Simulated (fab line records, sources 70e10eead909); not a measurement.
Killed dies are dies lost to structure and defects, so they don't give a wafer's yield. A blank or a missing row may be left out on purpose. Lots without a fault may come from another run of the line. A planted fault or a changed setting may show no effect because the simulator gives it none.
Which tool did it? | flow nand_harc | 13 lots, 39 wafers sampled, at 5 steps of a route of 1302

WHAT THE GAUGES READ, wafer by wafer
NHARC_END_SORT_01. Usual: killed_at_array 44, standard deviation 16; killed_at_other 0.6, standard deviation 1.1; killed_at_periphery 3.9, standard deviation 2.6; killed_dies 48, standard deviation 16; killed_open 3.1, standard deviation 1.9; killed_short 2.4, standard deviation 1.8.
lot  | measured     | on        | killed_at_array | killed_at_other | killed_at_periphery | killed_dies | killed_open | killed_short | flag
L115 | day 30 08:07 | prober-02 | 58 73 58        | 1 1 0           | 81 4 82             | 140 78 140  | 3 4 2       | 1 1 3        | OFF
L117 | day 31 01:42 | prober-01 | 64 70 69        | 1 0 0           | 83 10 4             | 148 80 73   | 0 2 5       | 2 4 2        | OFF
L118 | day 31 16:23 | prober-02 | 42 40 28        | 0 0 0           | 4 1 80              | 46 41 108   | 4 0 2       | 3 2 3        | OFF

WHICH TOOL RAN EACH LOT (tool, then ch and the chambers of the sampled wafers, then the start)
lot  | NHARC_P_STI_ETCH_42               | NHARC_A_BONDPAD_CMP_19        | NHARC_THIN_TSV_PRE_CLEAN_50             | NHARC_THIN_TSV_DEGAS_53
L102 | rie_diel-12 ch 0,1, day 3 05:38   | cmp-02 ch 1,2, day 23 21:28   | pvd_sputter-02, day 24 14:56 or earlier | pvd_sputter-03, day 24 14:56
L103 | rie_diel-08 ch 1,2,3, day 3 15:26 | cmp-02 ch 0,1,3, day 24 11:45 | pvd_sputter-02, day 25 08:54 or earlier | pvd_sputter-02, day 25 08:54
L104 | rie_diel-09 ch 2,3, day 4 03:50   | cmp-04 ch 0,2,3, day 24 06:22 | pvd_sputter-02, day 24 22:58 or earlier | pvd_sputter-03, day 24 22:58
L105 | rie_diel-12 ch 0,2, day 4 14:24   | cmp-03 ch 0,1,2, day 24 12:04 | pvd_sputter-01, day 25 07:35 or earlier | pvd_sputter-03, day 25 07:35
L106 | rie_diel-08 ch 0,1,2, day 4 22:15 | cmp-04 ch 0,1,3, day 24 03:41 | pvd_sputter-02, day 24 21:31 or earlier | pvd_sputter-01, day 24 21:31
L109 | rie_diel-09 ch 0,1,2, day 6 02:26 | cmp-04 ch 0,2,3, day 25 15:50 | pvd_sputter-01, day 26 11:05 or earlier | pvd_sputter-03, day 26 11:05
L110 | rie_diel-12 ch 1,2,3, day 6 12:47 | cmp-04 ch 0,2,3, day 27 00:44 | pvd_sputter-03, day 27 18:02 or earlier | pvd_sputter-03, day 27 18:02
L112 | rie_diel-12 ch 0,1, day 7 09:34   | cmp-03 ch 1,2,3, day 27 14:59 | pvd_sputter-01, day 28 07:08 or earlier | pvd_sputter-02, day 28 07:08
L114 | rie_diel-12 ch 0,1,2, day 8 06:26 | cmp-03 ch 0,1, day 28 14:17   | pvd_sputter-02, day 29 11:16 or earlier | pvd_sputter-01, day 29 11:16
L115 | rie_diel-12 ch 0,3, day 8 14:31   | cmp-04 ch 0,1,3, day 29 02:19 | pvd_sputter-01, day 29 21:58 or earlier | pvd_sputter-03, day 29 21:58
L116 | rie_diel-09 ch 0,1,2, day 9 02:01 | cmp-04 ch 1,2,3, day 29 03:14 | pvd_sputter-01, day 29 23:14 or earlier | pvd_sputter-02, day 29 23:14
L117 | rie_diel-12 ch 0,1,3, day 9 14:40 | cmp-04 ch 2,3, day 29 22:07   | pvd_sputter-01, day 30 15:40 or earlier | pvd_sputter-01, day 30 15:40
L118 | rie_diel-12 ch 0,2,3, day 9 21:31 | cmp-02 ch 0,1, day 30 11:01   | pvd_sputter-03, day 31 04:34 or earlier | pvd_sputter-02, day 31 04:34
- NHARC_P_STI_ETCH_42: etches the open film in N2/H2, target depth 80 nm, overetch 24 nm, time 61 s.
- NHARC_A_BONDPAD_CMP_19: polishes, t overpolish 30 s, cu recess touch 16 s, target thk 169.82 nm.
- NHARC_THIN_TSV_PRE_CLEAN_50: time 30 s.
- NHARC_THIN_TSV_DEGAS_53: time 60 s.

WHAT THE TOOLS THEMSELVES READ (means of the sampled wafers that have a number; where no wafer has one, the mark that the record gives instead)
NHARC_P_STI_ETCH_42. Usual: drypump_motor_current_A 5.9 A, standard deviation 0.49; oes_product_au 1.001 a.u., standard deviation 0.0075; rf_fwd_power_W 396.4 W, standard deviation 1.4; rf_vpp_V 429.8 V, standard deviation 2.8; showerhead_plenum_p_Torr 2.02 Torr, standard deviation 0.1; throttle_valve_pct 14.170 %, standard deviation 0.0086.
lot  | tool        | drypump_motor_current_A (A) | oes_product_au (a.u.) | rf_fwd_power_W (W) | rf_vpp_V (V) | showerhead_plenum_p_Torr (Torr) | throttle_valve_pct (%) | flag
L102 | rie_diel-12 | 6.4                         | 1.002                 | 395.7              | 429.6        | 2.02                            | 14.165                 |
L103 | rie_diel-08 | 6.2                         | 1.007                 | 396.1              | 431.4        | 2.09                            | 14.172                 |
L104 | rie_diel-09 | 5.8                         | 0.992                 | 397.2              | 433.3        | 2.16                            | 14.168                 |
L105 | rie_diel-12 | 5.4                         | 1.001                 | 396.8              | 428.2        | 1.97                            | 14.167                 |
L106 | rie_diel-08 | 6.2                         | 1.006                 | 395.2              | 428.7        | 1.99                            | 14.180                 |
L109 | rie_diel-09 | 5.7                         | 0.992                 | 397.1              | 429.6        | 1.99                            | 14.166                 |
L110 | rie_diel-12 | 5.6                         | 1.010                 | 396.9              | 428.0        | 1.96                            | 14.167                 |
L112 | rie_diel-12 | 6.4                         | 0.998                 | 396.5              | 429.5        | 2.02                            | 14.172                 |
L114 | rie_diel-12 | 5.9                         | 1.000                 | 397.8              | 428.9        | 1.99                            | 14.169                 |
L115 | rie_diel-12 | 5.4                         | 1.010                 | 395.7              | 426.6        | 1.93                            | 14.176                 |
L116 | rie_diel-09 | 5.7                         | 1.005                 | 395.9              | 428.7        | 1.99                            | 14.169                 |
L117 | rie_diel-12 | 5.9                         | 1.002                 | 396.6              | 427.9        | 1.97                            | 14.175                 |
L118 | rie_diel-12 | 5.4                         | 1.006                 | 395.4              | 427.9        | 1.95                            | 14.177                 |

NHARC_A_BONDPAD_CMP_19. Usual: motor_current_A 11.6 A, standard deviation 0.72; overpolish_run_s 30.000 s, standard deviation 0.0094; slurry_filter_dp_kPa 13.51 kPa, standard deviation 0.13.
lot  | tool   | motor_current_A (A) | overpolish_run_s (s) | slurry_filter_dp_kPa (kPa) | flag
L102 | cmp-02 | 11.3                | 29.988               | 13.64                      |
L103 | cmp-02 | 11.8                | 30.000               | 13.50                      |
L104 | cmp-04 | 11.9                | 29.997               | 13.47                      |
L105 | cmp-03 | 10.6                | 29.997               | 13.43                      |
L106 | cmp-04 | 12.0                | 30.007               | 13.35                      |
L109 | cmp-04 | 11.9                | 30.004               | 13.58                      |
L110 | cmp-04 | 11.9                | 30.001               | 13.52                      |
L112 | cmp-03 | 11.5                | 29.999               | 13.47                      |
L114 | cmp-03 | 10.1                | 29.996               | 13.47                      |
L115 | cmp-04 | 12.1                | 29.995               | 13.66                      |
L116 | cmp-04 | 11.7                | 30.004               | 13.54                      |
L117 | cmp-04 | 11.8                | 29.994               | 13.56                      |
L118 | cmp-02 | 11.9                | 29.998               | 13.56                      |

NHARC_THIN_TSV_PRE_CLEAN_50. Usual: heater_power_w 396 W, standard deviation 39.
lot  | tool           | heater_power_w (W) | flag
L102 | pvd_sputter-02 | 402                |
L103 | pvd_sputter-02 | 434                |
L104 | pvd_sputter-02 | 422                |
L105 | pvd_sputter-01 | 412                |
L106 | pvd_sputter-02 | 433                |
L109 | pvd_sputter-01 | 407                |
L110 | pvd_sputter-03 | 395                |
L112 | pvd_sputter-01 | 419                |
L114 | pvd_sputter-02 | 387                |
L115 | pvd_sputter-01 | 378                |
L116 | pvd_sputter-01 | 401                |
L117 | pvd_sputter-01 | 413                |
L118 | pvd_sputter-03 | 399                |

NHARC_THIN_TSV_DEGAS_53. Usual: heater_power_w 449 W, standard deviation 43.
lot  | tool           | heater_power_w (W) | flag
L102 | pvd_sputter-03 | 418                |
L103 | pvd_sputter-02 | 494                |
L104 | pvd_sputter-03 | 417                |
L105 | pvd_sputter-03 | 469                |
L106 | pvd_sputter-01 | 466                |
L109 | pvd_sputter-03 | 447                |
L110 | pvd_sputter-03 | 437                |
L112 | pvd_sputter-02 | 461                |
L114 | pvd_sputter-01 | 488                |
L115 | pvd_sputter-03 | 446                |
L116 | pvd_sputter-02 | 457                |
L117 | pvd_sputter-01 | 479                |
L118 | pvd_sputter-02 | 458                |

THE ANSWER, worked out from the rows above alone
Rule: a lot is off if the mean of its wafers that have a number lies more than 3 standard deviations from the usual mean. A lot without any number at a reading at which 4 lots or more have one is off too. The other lots that the step has rows for count as sound. The gauges are gone through in route order, then the tools' own readings, and for those a lot's mean is taken as printed above. The first step at which some lot is off is used, and at that step the reading that is off furthest; a lot without a number counts as furthest.
Off: L115, L117, L118, at NHARC_END_SORT_01 (killed_at_periphery). Neither off nor sound, because the step has no rows for them: L102, L103, L104, L105, L106, L109, L110, L112, L114, L116.
A tool fits if, at a process step before that reading, it ran every lot that is off, and no sound lot after the first of them. The gauges at NHARC_END_SORT_01 are tried like those tools. NHARC_THIN_TSV_PRE_CLEAN_50 gives no start for some lots, so the hours and the order of its lots are those of NHARC_THIN_TSV_DEGAS_53. One fits: rie_diel-12 at NHARC_P_STI_ETCH_42. It ran no sound lot before its first lot that is off in this sample, so the start can't be narrowed down.

WHAT THE SIMULATOR HAD PUT IN
Chamber particle source: rie_diel-12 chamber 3, from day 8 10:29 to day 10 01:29, at NHARC_P_STI_ETCH_42. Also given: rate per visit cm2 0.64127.
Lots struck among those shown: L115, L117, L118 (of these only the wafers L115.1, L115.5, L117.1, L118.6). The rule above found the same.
